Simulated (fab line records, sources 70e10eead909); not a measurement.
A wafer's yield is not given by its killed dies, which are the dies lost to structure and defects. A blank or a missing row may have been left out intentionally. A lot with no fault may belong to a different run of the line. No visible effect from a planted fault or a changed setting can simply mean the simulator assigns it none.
Chamber matching + flow nand harc + NHARC_A_STAIRCASE_DEP_417 on pecvd-03: 3 sister chambers
The step deposits Si3N4, target thk 60 nm. 6 wafers are shown with their chamber, then 10 later ones without.

WAFERS WITH THEIR CHAMBER
| wafer  | chamber | heater power w (W) |
|--------|---------|--------------------|
| L082.2 | 2       | 565                |
| L082.4 | 2       | 555                |
| L082.5 | 0       | 647                |
| L082.6 | 1       | 688                |
| L092.1 | 1       | 777                |
| L092.3 | 0       | 719                |

WAFERS WHOSE CHAMBER IS MISSING
| wafer  | heater power w (W) |
|--------|--------------------|
| L092.5 | 770                |
| L093.3 | 605                |
| L093.4 | 580                |
| L093.5 | 614                |
| L095.1 | 691                |
| L095.2 | 767                |
| L095.6 | 707                |
| L097.3 | 683                |
| L097.4 | 551                |
| L097.6 | 741                |

CHAMBER TAKEN BY EACH
| wafer  | from the rows above          | in truth |
|--------|------------------------------|----------|
| L092.5 | can't be placed: 1 or 0      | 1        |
| L093.3 | can't be placed: 2 or 0 or 1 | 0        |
| L093.4 | can't be placed: 2 or 0      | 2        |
| L093.5 | can't be placed: 2 or 0 or 1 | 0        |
| L095.1 | can't be placed: 0 or 1      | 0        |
| L095.2 | can't be placed: 1 or 0      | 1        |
| L095.6 | can't be placed: 0 or 1      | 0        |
| L097.3 | can't be placed: 0 or 1      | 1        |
| L097.4 | 2                            | 2        |
| L097.6 | can't be placed: 1 or 0      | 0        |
1 of 10 placed correctly. Unplaceable from these rows: 9, with the true chamber sitting among the candidates in 9. Wrongly placed: 0.
How it was worked out, from the rows above alone: a wafer's distance from a chamber is the root of the sum, over the readings, of the square of ((its reading less the chamber's mean) divided by the reading's scatter). If the next closest chamber is less than 2 further off than the closest, the wafer can't be placed; otherwise it belongs to the closest. For every chamber, the mean is computed from those of its wafers that are shown. The scatter: the root of (the sum of the squares of (reading less its chamber's mean) over the shown wafers, divided by (wafers less chambers)).
